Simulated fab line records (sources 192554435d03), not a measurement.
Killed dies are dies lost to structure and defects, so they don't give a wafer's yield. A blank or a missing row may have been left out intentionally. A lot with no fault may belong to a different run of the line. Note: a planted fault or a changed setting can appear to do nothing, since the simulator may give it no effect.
Chamber matching + flow n5Finfet + rieSi-04 running N5_SD_EPI_P_SD_RECESS_17: 4 sister chambers
The step chemistry HBr/Cl2/O2, target depth 39.1 nm, bt time 3 s. 8 wafers are shown with their chamber, then 11 later ones without.

## WAFERS WITH THEIR CHAMBER
| wafer  | chamber | throttleValvePct (%) | drypumpMotorCurrentA (A) |
|--------|---------|----------------------|--------------------------|
| L084.6 | 1       | 36.98                | 5.8                      |
| L086.4 | 2       | 37.18                | 5.4                      |
| L087.6 | 3       | 37.24                | 5.4                      |
| L089.3 | 1       | 36.98                | 5.7                      |
| L090.2 | 3       | 37.26                | 5.4                      |
| L090.4 | 2       | 37.18                | 5.4                      |
| L090.6 | 0       | 36.88                | 5.1                      |
| L091.1 | 0       | 36.90                | 5.0                      |

## WAFERS MISSING THEIR CHAMBER
| wafer  | throttleValvePct (%) | drypumpMotorCurrentA (A) |
|--------|----------------------|--------------------------|
| L091.3 | 37.24                | 5.4                      |
| L091.6 | 36.90                | 5.0                      |
| L092.2 | 36.99                | 5.8                      |
| L092.4 | 37.25                | 5.4                      |
| L092.6 | 37.18                | 5.4                      |
| L095.1 | 37.17                | 5.4                      |
| L095.3 | 37.26                | 5.4                      |
| L095.5 | 37.26                | 5.4                      |
| L096.1 | 36.98                | 5.7                      |
| L096.2 | 36.88                | 5.0                      |
| L096.3 | 37.26                | 5.4                      |

## WHICH CHAMBER EACH WENT THROUGH
| wafer  | from the rows above | in truth |
|--------|---------------------|----------|
| L091.3 | 3                   | 3        |
| L091.6 | 0                   | 0        |
| L092.2 | 1                   | 1        |
| L092.4 | 3                   | 3        |
| L092.6 | 2                   | 2        |
| L095.1 | 2                   | 2        |
| L095.3 | 3                   | 3        |
| L095.5 | 3                   | 3        |
| L096.1 | 1                   | 1        |
| L096.2 | 0                   | 0        |
| L096.3 | 3                   | 3        |
Correctly placed: 11 of 11. From these rows, 0 cannot be placed. Wrongly placed: 0.
How it was worked out, from the rows above alone: a wafer's distance from a chamber is the root of the sum, over the readings, of the square of ((its reading less the chamber's mean) divided by the reading's scatter). If the next closest chamber is less than 2 further off than the closest, the wafer can't be placed; otherwise it belongs to the closest. For every chamber, the mean is computed from those of its wafers that are shown. How the scatter is found: for the shown wafers, subtract from each reading the mean of its chamber, square and add these, divide the total by (wafers less chambers), then take the root.
